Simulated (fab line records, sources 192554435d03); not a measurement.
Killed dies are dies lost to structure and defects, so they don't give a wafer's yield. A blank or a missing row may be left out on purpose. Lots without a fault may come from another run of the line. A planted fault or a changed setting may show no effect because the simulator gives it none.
Chamber matching | flow n5_finfet | N5_GATE_CUT_HM_DEP_46 on pecvd-04: 3 sister chambers
The step deposits SiO2 from TEOS/O2, target thk 130 nm, time 26.6 s. 3 wafers are shown with their chamber, then 10 later ones without.

WAFERS WITH THEIR CHAMBER
wafer  | chamber | throttle_valve_pct (%)
L079.4 | 1       | 20.9
L088.2 | 2       | 18.6
L088.3 | 0       | 18.8

WAFERS WITHOUT THEIR CHAMBER
wafer  | throttle_valve_pct (%)
L088.6 | 18.6
L090.2 | 21.0
L090.4 | 18.8
L090.6 | 18.8
L092.1 | 18.8
L092.2 | 20.6
L092.4 | 18.7
L095.2 | 21.2
L095.5 | 18.7
L095.6 | 21.0

WHICH CHAMBER EACH WENT THROUGH
wafer  | from the rows above     | in truth
L088.6 | can't be placed: 2 or 0 | 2
L090.2 | 1                       | 1
L090.4 | can't be placed: 0 or 2 | 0
L090.6 | can't be placed: 0 or 2 | 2
L092.1 | can't be placed: 0 or 2 | 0
L092.2 | 1                       | 1
L092.4 | can't be placed: 2 or 0 | 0
L095.2 | 1                       | 1
L095.5 | can't be placed: 2 or 0 | 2
L095.6 | 1                       | 1
Placed correctly: 4 of 10. Can't be placed from these rows: 6 (the true chamber is among the candidates in 6). Placed wrongly: 0.
How it was worked out, from the rows above alone: a wafer's distance from a chamber is the root of the sum, over the readings, of the square of ((its reading less the chamber's mean) divided by the reading's scatter). The wafer belongs to the nearest chamber; if the next one is less than 2 further off, it can't be placed. A chamber's mean is the mean of its shown wafers. The scatter: with one shown wafer a chamber, the root of the mean of the squares of how far each hidden wafer lies from its nearest shown one.
